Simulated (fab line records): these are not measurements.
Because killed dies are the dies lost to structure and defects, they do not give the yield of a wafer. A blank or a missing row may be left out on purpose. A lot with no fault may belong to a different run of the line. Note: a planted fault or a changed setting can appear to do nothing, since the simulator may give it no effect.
Split-lot study | flow n5-finfet | 7 lots, 21 wafers read, on a route of 1938 steps

## ABOUT THE SPLIT
At N5_BEOL_M0_SAQP_DESCUM_19 (chemistry O2, time 7.9 s), the setting time-s was moved away from the recipe's 7.9 s on 11 of the 21 wafers read, by -19.4% to +15.7%. This setting was run at the recipe's value on the other wafers.

The reading is taken at the split's own step.

## THE READING
CAR-ArF_of_BEOL_M0_SAQP_COAT_08.thk-nm (the simulator's own value, which no gauge read), in nm, at N5_BEOL_M0_SAQP_DESCUM_19 (chemistry O2, time 7.9 s). The file gives no usual value for it. Here, 10 wafers ran the recipe; their average is 83.3 nm with a standard deviation of 0.34 nm.

wafer  | tool, chamber at the split | time-s as run, s | against the recipe | CAR-ArF_of_BEOL_M0_SAQP_COAT_08.thk-nm, nm | against lot-mates on the recipe
L077.1 | rie-diel-01, 3,0           | 9.104            | +15.2%             | 82.6                                       | -0.6
L077.3 | rie-diel-01, 3,0           | 9.104            | +15.2%             | 82.6                                       | -0.6
L077.4 | rie-diel-01, 1             | 7.9              | recipe             | 83.2                                       | -
L078.1 | rie-diel-02, 1,0           | 6.365            | -19.4%             | 84                                         | +0.4
L078.2 | rie-diel-02, 1,0           | 6.365            | -19.4%             | 84                                         | +0.4
L078.4 | rie-diel-02, 3             | 7.9              | recipe             | 83.6                                       | -
L079.1 | rie-diel-01, 1             | 7.9              | recipe             | 83.8                                       | -
L079.2 | rie-diel-01, 3             | 8.442            | +6.9%              | 83.4                                       | -0.3
L079.6 | rie-diel-01, 0             | 7.9              | recipe             | 83.6                                       | -
L082.2 | rie-diel-03, 3             | 7.9              | recipe             | 82.8                                       | -
L082.4 | rie-diel-03, 2             | 7.9              | recipe             | 83                                         | -
L082.5 | rie-diel-03, 2             | 7.9              | recipe             | 83                                         | -
L083.1 | rie-diel-02, 3             | 7.9              | recipe             | 83.8                                       | -
L083.2 | rie-diel-02, 1             | 9.143            | +15.7%             | 83                                         | -0.8
L083.6 | rie-diel-02, 2             | 9.143            | +15.7%             | 82.8                                       | -1.0
L087.1 | rie-diel-02, 3             | 6.98             | -11.6%             | 84                                         | +0.7
L087.2 | rie-diel-02, 0             | 7.9              | recipe             | 83.2                                       | -
L087.4 | rie-diel-02, 1             | 7.9              | recipe             | 83.4                                       | -
L089.1 | rie-diel-01, 3             | 8.65             | +9.5%              | 83.4                                       | no lot-mate on the recipe
L089.4 | rie-diel-01, 3             | 8.65             | +9.5%              | 83.4                                       | no lot-mate on the recipe
L089.2 | rie-diel-01, 0             | 8.65             | +9.5%              | 83.2                                       | no lot-mate on the recipe
When a row names more than one chamber, that row covers several wafers, and the file does not tell which wafer ran in which chamber.

FIT RESULTS
A straight line over all 21 wafers: CAR-ArF_of_BEOL_M0_SAQP_COAT_08.thk-nm changes by -0.0333 nm for each +1% of time-s; r = -0.76; the points scatter about the line by 0.3 nm.
The same after taking each lot's own level away (the mean of its wafers on the recipe; 18 wafers): -0.0375 nm for each +1%; r = -0.92; scatter 0.18 nm.
On that fit, the largest move of time-s shifts the reading by 0.73 nm.
Across the lots, their own levels run from 82.93 to 83.80 nm, a range of 2.6 times the standard deviation given above.
So the lot-to-lot level blurs the effect unless lot-mates are compared.
Check: +0.771 nm against its lot-mates is what the line predicts for one of the wafers moved furthest among these (-19.4%) when that wafer is left out of the fit. It came out at +0.4 nm against them.

## THESE WAFERS: OTHER SPLITS
Note: prior to the reading, these wafers also went through further splits. Each is held against what the fit with the lots' levels taken away leaves over:
other split on the same wafers               | wafers away from the commonest value | r with CAR-ArF_of_BEOL_M0_SAQP_COAT_08.thk-nm (lot level and that fit taken away)
N5_SD_EPI_P_COAT_03 spin-rpm                 | 10                                   | +0.14
N5_SDB_COAT_05 spin-rpm                      | 6                                    | -0.47
N5_MOL_CONTACT_COAG_CONTACT_ETCH_14 source-w | 4                                    | -0.23
N5_MOL_CONTACT_COAG_CVD_140 target-thk-a     | 5                                    | -0.04
N5_BEOL_M0_SAQP_PEB_12 peb-time-s            | 7                                    | -0.43

## FILE'S OWN FIT
CAR-ArF_of_BEOL_M0_SAQP_COAT_08.thk-nm changes by -0.0397 nm for each +1% of time-s, r = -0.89.
